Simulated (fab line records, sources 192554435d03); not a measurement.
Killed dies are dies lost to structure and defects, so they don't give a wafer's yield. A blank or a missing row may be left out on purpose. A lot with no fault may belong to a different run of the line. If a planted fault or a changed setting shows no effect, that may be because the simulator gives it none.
fab line records | flow n5_finfet
[record] lots = 5 wafers = 15 last_day = 16
route steps=1938 shown BEOL_M7@1310 BEOL_M8@1332 PASSIVATION@1936
lots with no fault: from the same line, run without faults
start_h: hours from the record's first day to the start of the lot's first wafer shown | wait_h: how many hours have passed since the lot's step before this one | " identical to the entry in the row above | L1.1+2: a single row standing in for several wafers | - no value, or no start was given | * or withheld: withheld | < > ~ a bound
route shown NAME@n: names a module that has steps shown in the file, with the first one's number in the route | usual: mean/standard deviation taken from wafers without a fault | same: alike in all rows | chamber/n: place in a boat | sites: readings site by site | _std_site: standard deviation of those values | _edge_site: the outer-site mean with the inner-site mean subtracted | radius_mm: for every site, how far away it sits from the centre of the wafer | mask NAME#n: copy n | behind: tool/chamber where the wafer was last shaped | hold: what put the lot on hold/how long, in hours/how the hold closed | device: names the non-switching transistor (n, p or np) | end of line: tests run on the same wafers once the route is complete | step lacking rows: just its recipe | killed: count of dies lost to structure and defects at first sort (not the wafer's yield) | map: shows each die of a wafer: x if killed, . if not, _ if none is there
set.NAME: the setting as run; set.NAME@STEP: as run at that earlier step | model.NAME: the simulator's own value behind a step, which no gauge read
lots seen at some steps along the route; tables by step, rows by wafer
services: when a tool's chamber went out of use (start_h, in hours from the record's first day, below 0 if earlier), for how many hours, and the reason
[[steps]]
[step N5_BEOL_M7_STRIP_80]
[recipe] chemistry = N2/H2 time_s = 10 power_w = 450 temp_c = 40 pressure_mtorr = 20 rf_frequency_hz = 6e+07 bias_power_w = 7 n2_flow_sccm = 200 h2_flow_sccm = 200
[step N5_BEOL_M7_HM_STRIP_39]
[recipe] chemistry = peroxide_tin_strip material = TiN target_depth_a = 250 temp_c = 50 time_s = 158
[step N5_BEOL_M7_SRD_40]
[recipe] time_s = 30 temp_c = 23 rinse_liquid = diw dry = ipa_marangoni
[step N5_BEOL_M7_PRECLEAN_42]
[recipe] chemistry = residue_remover time_s = 60 temp_c = 40
[step N5_BEOL_M7_SRD_43]
[recipe] time_s = 30 temp_c = 23 rinse_liquid = diw dry = ipa_marangoni
[step N5_BEOL_M7_CURE_75]
[recipe] temp_c = 370 time_s = 120 ambient = DMADMS/He material = SiCOH_lowk
[step N5_BEOL_M7_DEGAS_44]
[recipe] ambient = vacuum temp_c = 250 time_s = 60
[step N5_BEOL_M7_PRE_CLEAN_45]
[recipe] gas = H2/He time_s = 30 temp_c = 250
[step N5_BEOL_M7_ALD_77]
[recipe] material = TaN target_thk_a = 20 temp_c = 275 ald_precursor_family = PDMAT ald_co_reactant = NH3 pressure_torr = 3 carrier_flow_sccm = 1500 pulse_time_s = 2 purge_time_s = 3 co_reactant_purge_time_s = 2 co_reactant_pulse_time_s = 3 ald_cycles = 40 precursor_vessel_temp_c = 75 precursor_vessel_pressure_torr = 26.25 precursor_vessel_carrier_sccm = 1000
[step N5_BEOL_M7_SURFACE_TREAT_79]
[recipe] gas = Ar time_s = * ion_energy_ev = * ion_current_ma_cm2 = 0.5 pressure_mtorr = * ar_flow_sccm = 30
[step N5_BEOL_M7_CVD_78]
[recipe] material = Co target_thk_a = 20 temp_c = withheld precursor = CCTBA/H2 pressure_torr = 30 time_s = 142.3
// columns lot.wafer tool chamber start_h wait_h
L852.1+2+6 cvd_co-02 2,1,1 213.50 0.1
L856.3+5+6 cvd_co-02 0,0,1 240.18 0.0
L859.1+4+6 cvd_co-02 0,0,1 244.51 0.1
L858.4+5+6 cvd_co-02 2,1,0 248.30 0.1
L868.1+3+5 cvd_co-01 0,0,1 309.94 0.3
[step N5_BEOL_M7_SPUTTER_48]
[recipe] material = Cu target_thk_a = 100 temp_c = -20 bias_v = 60 power_w = 26000 chamber_pressure_pa = 0.13 time_s = 1.667
[step N5_BEOL_M7_ECD_50]
[recipe] material = Cu target_thk_a = 3000
[step N5_BEOL_M7_ANNEAL_51]
[recipe] temp_c = 225 time_s = 90 ambient = N2
[step N5_BEOL_M7_CMP_52]
[recipe] stop_on = SiCOH_lowk t_overpolish_s = 6.9 down_force_psi = 1 platen_rpm = 50 clearing_platen_down_force_psi = 1.5 clearing_platen_rpm = 50 post_cmp_clean = cu_alkaline target_thk_nm = 80 clearing_platen_pad_velocity_m_s = 0.99484 pad_velocity_m_s = 0.99484
[step N5_BEOL_M7_PRE_CLEAN_55]
[recipe] gas = NH3 time_s = 15 temp_c = withheld rf_power_w = 300
[step N5_BEOL_M7_DEP_56]
[recipe] material = SiCN target_thk_a = 100 temp_c = withheld precursor = 3MS/NH3 pressure_torr = 3 rf_w = 202 time_s = 17.5
[step N5_BEOL_M8_ILD_DEP_00]
[recipe] material = SiCOH_lowk target_thk_a = 1797.5 temp_c = 300 precursor = DEMS/porogen pressure_torr = 5 rf_w = 500 time_s = 33.4
[step N5_BEOL_M8_CURE_74]
[recipe] temp_c = 385 time_s = 240 ambient = He/Ar material = SiCOH_lowk
[step N5_BEOL_M8_PECVD_70]
[recipe] material = SiO2 target_thk_a = 200 temp_c = 400 precursor = TEOS/O2 pressure_torr = 5.5 rf_w = 450 teos_flow_sccm = 53.8 gas = O2 flow_sccm = 3000 time_s = 22.7
[step N5_BEOL_M8_HM_DEP_02]
[recipe] material = TiN target_thk_a = 200 temp_c = 25 chamber_pressure_pa = 0.49996
[step N5_BEOL_M8_COAT_59]
[recipe] resist = SOC temp_c = 250 time_s = 60 spin_rpm = 1500 resist_thk_nm = 100
[step N5_BEOL_M8_COAT_60]
[recipe] resist = SiARC temp_c = 220 time_s = 60 spin_rpm = 1500 resist_thk_nm = 35
[step N5_BEOL_M8_COAT_05]
[recipe] resist = CAR-ArF spin_rpm = 1500 resist_thk_nm = 90
[step N5_BEOL_M8_EBR_07]
[recipe] solvent = PGMEA ebr_width_mm = 1.5
[step N5_BEOL_M8_SOFTBAKE_06]
[recipe] temp_c = 110 time_s = 60 resist = CAR-ArF
[step N5_BEOL_M8_EXPOSE_08]
[recipe] mask_id = M8 na = 1.35 source_shape = dipole sigma_inner = 0.817 sigma_outer = 0.97 polarization = te dose_mj = 68.25
[step N5_BEOL_M8_PEB_09]
[recipe] peb_temp_c = withheld peb_time_s = 60 resist = CAR-ArF
[step N5_BEOL_M8_DEVELOP_10]
[recipe] develop_time_s = 30 developer = TMAH resist = CAR-ArF rinse_liquid = diw dry = air_spin dev_temp_c = 23
[step N5_BEOL_M8_DESCUM_16]
[recipe] chemistry = O2 time_s = 7.9 source_power_w = 50 bias_power_w = 20 pressure_mtorr = 20 rf_frequency_hz = 2.712e+07 temp_c = 40 resist = CAR-ArF o2_flow_sccm = 225
[step N5_BEOL_M8_ETCH_61]
[recipe] chemistry = CF4 target = SiARC target_depth_a = 455 mask_material = CAR-ArF time_s = 75.8 ion_energy_ev = 80 pressure_mtorr = 40 source_w = 545 bias_w = 36 Ar_flow_sccm = 100 cf4_flow_sccm = 100 ends = cleared
[step N5_BEOL_M8_ETCH_62]
[recipe] chemistry = N2/H2 target = SOC target_depth_a = 1100 overetch_a = 220 mask_material = SiARC temp_c = 40 time_s = 165 ion_energy_ev = 200 pressure_mtorr = 30 source_w = 840 bias_w = 150 n2_flow_sccm = 200 h2_flow_sccm = 200
[step N5_BEOL_M8_STRIP_68]
[recipe] chemistry = N2/H2 temp_c = 40 n2_flow_sccm = 200 h2_flow_sccm = 200 rf_frequency_hz = 6e+07
[step N5_PASSIVATION_PROBE_49]
[usual] defect_limited_yield = 91.4/1.5 killed_at_M0_to_M3 = 35/11 killed_at_M4_up = 16/7 killed_at_contacts = 11/5.3 killed_at_front_end = 37/11 killed_at_other = 3.1/2.8 killed_dies = 102/18 killed_on_rim = 13/3.7 killed_open = 69/15 killed_short = 31/7.8 sort_bin_5_function = 5.1/1.1 sort_bin_6_memory = 3.2/0.69 sort_n_pass = 1078/18 sort_yield_pct = 91.4/1.5
[same] gross_dies = 1180 killed_at_back_side = 0 sort_bin_4_leakage[%] = 0 sort_bin_8_speed[%] = 0
// columns lot.wafer tool chamber start_h wait_h defect_limited_yield[%] killed_at_M0_to_M3 killed_at_M4_up killed_at_contacts killed_at_front_end killed_at_other killed_dies killed_on_rim killed_open killed_short sort_bin_5_function[%] sort_bin_6_memory[%] sort_n_pass sort_yield_pct[%]
L856.6 prober-02 - 318.33 0.3 86.0 27 94 12 32 0 165 24 62 25 9.1 3.3 1015 86.0
L859.6 prober-01 - 319.10 0.3 87.5 17 84 11 36 0 148 28 50 22 7.5 3.3 1032 87.5
L858.5 prober-01 - 330.20 0.2 84.8 26 107 19 26 1 179 26 71 29 9.2 3.7 1001 84.8
// killed by level:class
L856.6 BEOL_M7:unspecified=78 FIN_SAQP:geometric_particle:open=8 BEOL_M1:geometric_particle:open=8 MOL_CONTACT_COAG:geometric_particle:short=7 BEOL_M4:geometric_particle:open=7 STI_FIN_REVEAL:geometric_particle:open=6 MOL_CONTACT_COAG:geometric_particle:open=5 BEOL_M3:geometric_particle:open=4
L859.6 BEOL_M7:unspecified=72 STI_FIN_REVEAL:geometric_particle:open=14 MOL_CONTACT_COAG:geometric_particle:open=10 BEOL_M0_SAQP:geometric_particle:short=5 BEOL_M4:geometric_particle:open=5 STARTING-WAFER:geometric_particle:short=5 STI_FIN_REVEAL:geometric_particle:short=4 BEOL_M1:geometric_particle:open=4
L858.5 BEOL_M7:unspecified=75 BEOL_M4:geometric_particle:open=18 MOL_CONTACT_COAG:geometric_particle:open=13 BEOL_M1:geometric_particle:open=10 MOL_CONTACT_COAG:geometric_particle:short=6 GATE_CUT:geometric_particle:short=5 STI_FIN_REVEAL:geometric_particle:open=4 DUMMY_GATE:geometric_particle:open=4
// map L856.6 (x killed, . not)
_________________............________________
______________.x...xx..........._____________
___________...x......x.............__________
__________.........x..........x....._________
________..............x...x...x......._______
_______....................x...........______
______...x....x...x.xx.................._____
_____x..x........x.......................____
____.x..x.........x.......................___
___xxxx................x......x...........x__
___xxxx....x...............................__
__xxxx.xx............x......................_
__xxxxx.x.xx............................x..._
_xxxxxxxx...........................x........
_xxxxxxxxxx......................x......x....
_xxxxxxxxx...........x.x................x....
_xxxxxxxx...........x.......x................
_xxxxxx.xxxx...x..x................x..x....x.
_xxxxx.x............x..x...................x.
_xxxx...............x........................
_x.xxx...........x.........x.................
__.x....x..xx..x............................_
__..........x.....xx.......x.....x.........._
___.......x..xx..x..................x.x....__
___..........................x........x....__
____x.x...........x.x.......x.............___
_____......x.................x......x....____
______........x........................._____
_______.....x..........................______
________.x.......x.................x.._______
__________.....x.....x.....x........_________
___________...........x.........x..__________
______________......x..........._____________
_________________............________________
// map L858.5 (x killed, . not)
_________________............________________
______________................x._____________
___________x....x..........x.......__________
__________......x..............x...._________
________...................x.......x.._______
_______.x................x.............______
______.x.........................x.x...._____
_____..........x...x...x..........x......____
____..x......................x.x..x....x..___
___.x.xx..x......x......................x..__
___.xxxx...x..............x.....x..........__
__xxxxxxx.........x...x....................x_
__xxxxxx...........x..x.....x.....x........._
_xxxxxxxx.x.....x............x.......x.......
_xxxxxxxx.xx...........x.....................
_xxxxxxxxx...x...x.........x....x............
_xxxxxxx....x.........x...........x.....x.x..
_xxxxxxxxx.............................x.....
_xxxxx......x............x........x..........
_xxxxx.x.x.......x..x..x...........x.......x.
_xxx..x.x...............x.......x.....xxx....
__....x.......x.........x..x.x...x......x..._
__...........x........x......x.............._
___......x.......x...................x.....__
___.............x.........x....xx.x........__
____............x.................x.......___
_____.....x....x.............x...........____
______.............................x...x_____
_______x....x.x....x............x......______
________.............................x_______
__________..x......................._________
___________.........x..........x...__________
______________x.x..............._____________
_________________............________________
[[services]]
// columns tool chamber start_h hours kind
cvd_co-01 - 204.15 2.1 repair
cvd_co-02 - 206.61 6.0 pm
cvd_co-01 - 223.42 8.5 repair
cvd_co-01 2 300.00 30.8 repair
[[key]]
[first_sign] step = N5_PASSIVATION_PROBE_49 reading = killed_at_M4_up direction = up sigmas = 11 usual = 16 struck = 95
[effect] step = N5_PASSIVATION_PROBE_49 reading = defect_limited_yield direction = down sigmas = 3.4 usual = 91.4 struck = 86.1
[more_kills_born_at] N5_BEOL_M7_CVD_78@cvd_co-02 = 225
met_at N5_BEOL_M7_CVD_78
struck_wafers L856.6,L858.5,L859.6
onset_between 213.50 240.18
[fault] kind = chamber_particle_source tool = cvd_co-02 chamber = 1 onset_h = 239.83 steps = N5_BEOL_M7_CVD_78 rate_per_visit_cm2 = 0.79004 end_h = 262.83
